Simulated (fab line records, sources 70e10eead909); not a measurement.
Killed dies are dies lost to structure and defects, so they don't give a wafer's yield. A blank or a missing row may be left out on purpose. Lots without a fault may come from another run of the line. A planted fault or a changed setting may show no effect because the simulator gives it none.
Chamber matching | flow nand_harc | NHARC_P_M2_ETCH_15 on rie_diel-08: 4 sister chambers
The step etches the open film in C4F8/Ar, target depth 182.5 nm, time 91.2 s. 4 wafers are shown with their chamber, then 8 later ones without.

WAFERS WITH THEIR CHAMBER
wafer  | chamber | rf_vpp_V (V)
L553.1 | 2       | 442.2
L564.1 | 0       | 439.3
L564.5 | 1       | 437.6
L567.1 | 3       | 445.2

WAFERS WITHOUT THEIR CHAMBER
wafer  | rf_vpp_V (V)
L567.5 | 444.1
L567.6 | 441.0
L568.1 | 442.0
L568.4 | 445.1
L568.6 | 441.4
L570.2 | 438.7
L570.4 | 445.6
L570.6 | 439.3

WHICH CHAMBER EACH WENT THROUGH
wafer  | from the rows above     | in truth
L567.5 | can't be placed: 3 or 2 | 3
L567.6 | can't be placed: 2 or 0 | 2
L568.1 | 2                       | 2
L568.4 | 3                       | 3
L568.6 | can't be placed: 2 or 0 | 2
L570.2 | can't be placed: 0 or 1 | 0
L570.4 | 3                       | 3
L570.6 | 0                       | 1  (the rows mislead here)
Placed correctly: 3 of 8. Can't be placed from these rows: 4 (the true chamber is among the candidates in 4). Placed wrongly: 1.
How it was worked out, from the rows above alone: a wafer's distance from a chamber is the root of the sum, over the readings, of the square of ((its reading less the chamber's mean) divided by the reading's scatter). The wafer belongs to the nearest chamber; if the next one is less than 2 further off, it can't be placed. A chamber's mean is the mean of its shown wafers. The scatter: with one shown wafer a chamber, the root of the mean of the squares of how far each hidden wafer lies from its nearest shown one.
